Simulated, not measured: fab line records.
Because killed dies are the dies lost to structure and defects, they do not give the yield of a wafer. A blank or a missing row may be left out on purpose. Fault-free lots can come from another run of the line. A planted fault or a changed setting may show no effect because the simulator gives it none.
Matching of chambers | flow n5Finfet | N5_BEOL_M0_SAQP_ETCH_106 on rieDiel-01: 4 sister chambers
The step etches SOC in N2/H2, stops on SiNx, target depth 150 nm. 18 wafers are shown with their chamber, then 9 later ones without.

WAFERS PAIRED WITH THEIR CHAMBERS
wafer  | chamber | showerheadPlenumPTorr (Torr) | throttleValvePct (%) | drypumpMotorCurrentA (A)
L077.1 | 3       | 2.49                         | 18.20                | 6.0
L077.2 | 2       | 2.72                         | 18.01                | 6.4
L077.5 | 1       | 2.55                         | 17.80                | 6.3
L078.1 | 1       | 2.55                         | 17.78                | 6.3
L078.3 | 3       | 2.49                         | 18.21                | 6.0
L078.4 | 0       | 2.47                         | 18.07                | 6.6
L079.1 | 1       | 2.55                         | 17.78                | 6.3
L079.2 | 2       | 2.72                         | 18.02                | 6.4
L079.6 | 1       | 2.55                         | 17.79                | 6.3
L080.1 | 0       | 2.47                         | 18.07                | 6.7
L080.2 | 1       | 2.55                         | 17.79                | 6.3
L080.5 | 2       | 2.72                         | 18.02                | 6.4
L081.1 | 0       | 2.46                         | 18.07                | 6.6
L081.3 | 2       | 2.72                         | 18.03                | 6.4
L081.4 | 1       | 2.55                         | 17.80                | 6.3
L082.3 | 2       | 2.71                         | 18.03                | 6.4
L082.5 | 1       | 2.55                         | 17.79                | 6.3
L082.6 | 0       | 2.46                         | 18.07                | 6.6

SIGNATURES (means of the wafers above)
reading               | chamber 0 | chamber 1 | chamber 2 | chamber 3 | scatter within a chamber
showerheadPlenumPTorr | 2.4650    | 2.5500    | 2.7180    | 2.4900    | 0.00359
throttleValvePct      | 18.0700   | 17.7900   | 18.0220   | 18.2050   | 0.00722
drypumpMotorCurrentA  | 6.625     | 6.300     | 6.400     | 6.000     | 0.0231
Rule: a wafer lies at a distance from a chamber equal to the root of the sum of squares, over the readings, of (its reading less the chamber's mean, divided by the reading's scatter). If the next closest chamber is less than 2 further off than the closest, the wafer can't be placed; otherwise it belongs to the closest. The scatter: take each reading less its chamber's mean, square it, sum over the shown wafers, divide by the number of wafers less the number of chambers, and take the root.

WAFERS WITH NO CHAMBER GIVEN
wafer  | showerheadPlenumPTorr (Torr) | throttleValvePct (%) | drypumpMotorCurrentA (A)
L087.3 | 2.54                         | 17.81                | 6.3
L087.4 | 2.46                         | 18.11                | 6.6
L087.6 | 2.71                         | 18.07                | 6.4
L088.3 | 2.49                         | 17.79                | 6.0
L088.5 | 2.71                         | 18.05                | 6.4
L088.6 | 2.54                         | 17.81                | 6.3
L090.2 | 2.71                         | 18.06                | 6.4
L090.4 | 2.46                         | 18.11                | 6.6
L090.5 | 2.54                         | 17.83                | 6.3

EACH ONE'S CHAMBER
wafer  | from the rows above | in truth
L087.3 | 1                   | 1
L087.4 | 0                   | 0
L087.6 | 2                   | 2
L088.3 | 1                   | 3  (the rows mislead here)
L088.5 | 2                   | 2
L088.6 | 1                   | 1
L090.2 | 2                   | 2
L090.4 | 0                   | 0
L090.5 | 1                   | 1
Correct placement for 8 of the 9. Can't be placed from these rows: 0. 1 placed wrongly.
